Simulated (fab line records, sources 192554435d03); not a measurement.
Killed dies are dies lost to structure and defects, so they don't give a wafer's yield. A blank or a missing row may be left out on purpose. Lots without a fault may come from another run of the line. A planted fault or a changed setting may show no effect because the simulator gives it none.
Chamber matching | flow n5_finfet | N5_DUMMY_GATE_ETCH_29 on rie_diel-04: 4 sister chambers
The step etches underlayer in N2/H2, target depth 13 nm. 22 wafers are shown with their chamber, then 11 later ones without.

WAFERS WITH THEIR CHAMBER
wafer  | chamber | drypump_motor_current_A (A) | showerhead_plenum_p_Torr (Torr) | throttle_valve_pct (%)
L074.4 | 0       | 5.1                         | 2.43                            | 17.7
L074.5 | 2       | 6.3                         | 2.54                            | 18.2
L074.6 | 3       | 6.1                         | 2.46                            | 17.8
L076.1 | 2       | 6.3                         | 2.53                            | 18.2
L076.3 | 0       | 5.1                         | 2.42                            | 17.7
L076.4 | 1       | 5.0                         | 2.44                            | 17.8
L077.2 | 3       | 6.1                         | 2.46                            | 17.8
L077.4 | 0       | 5.1                         | 2.42                            | 17.7
L077.5 | 3       | 6.1                         | 2.46                            | 17.8
L078.1 | 3       | 6.1                         | 2.46                            | 17.8
L078.2 | 1       | 5.0                         | 2.44                            | 17.8
L078.4 | 2       | 6.3                         | 2.53                            | 18.2
L080.1 | 0       | 5.1                         | 2.42                            | 17.7
L080.5 | 3       | 6.0                         | 2.46                            | 17.8
L080.6 | 2       | 6.3                         | 2.53                            | 18.2
L081.2 | 1       | 5.0                         | 2.43                            | 17.8
L081.3 | 0       | 5.1                         | 2.42                            | 17.7
L081.5 | 3       | 6.1                         | 2.46                            | 17.8
L084.1 | 1       | 5.0                         | 2.43                            | 17.9
L084.2 | 3       | 6.1                         | 2.45                            | 17.8
L084.4 | 0       | 5.1                         | 2.42                            | 17.8
L087.3 | 3       | 6.1                         | 2.45                            | 17.8

SIGNATURES (means of the wafers above)
reading                  | chamber 0 | chamber 1 | chamber 2 | chamber 3 | scatter within a chamber
drypump_motor_current_A  | 5.100     | 5.000     | 6.300     | 6.087     | 0.022
showerhead_plenum_p_Torr | 2.4217    | 2.4350    | 2.5325    | 2.4575    | 0.00476
throttle_valve_pct       | 17.717    | 17.825    | 18.200    | 17.800    | 0.0297
Rule: a wafer's distance from a chamber is the root of the sum, over the readings, of the square of ((its reading less the chamber's mean) divided by the reading's scatter). The wafer belongs to the nearest chamber; if the next one is less than 2 further off, it can't be placed. The scatter: the root of (the sum of the squares of (reading less its chamber's mean) over the shown wafers, divided by (wafers less chambers)).

WAFERS WITHOUT THEIR CHAMBER
wafer  | drypump_motor_current_A (A) | showerhead_plenum_p_Torr (Torr) | throttle_valve_pct (%)
L087.4 | 6.3                         | 2.53                            | 18.3
L087.6 | 6.0                         | 2.45                            | 17.8
L088.3 | 5.0                         | 2.43                            | 17.9
L088.5 | 5.1                         | 2.42                            | 17.8
L088.6 | 5.0                         | 2.43                            | 17.9
L091.1 | 5.1                         | 2.41                            | 17.8
L091.4 | 6.3                         | 2.52                            | 18.3
L091.5 | 6.3                         | 2.52                            | 18.3
L096.1 | 6.1                         | 2.45                            | 17.8
L096.2 | 5.1                         | 2.41                            | 17.8
L096.6 | 6.3                         | 2.52                            | 18.3

WHICH CHAMBER EACH WENT THROUGH
wafer  | from the rows above | in truth
L087.4 | 2                   | 2
L087.6 | 3                   | 3
L088.3 | 1                   | 1
L088.5 | 0                   | 0
L088.6 | 1                   | 1
L091.1 | 0                   | 0
L091.4 | 2                   | 2
L091.5 | 2                   | 2
L096.1 | 3                   | 3
L096.2 | 0                   | 0
L096.6 | 2                   | 2
Placed correctly: 11 of 11. Can't be placed from these rows: 0. Placed wrongly: 0.
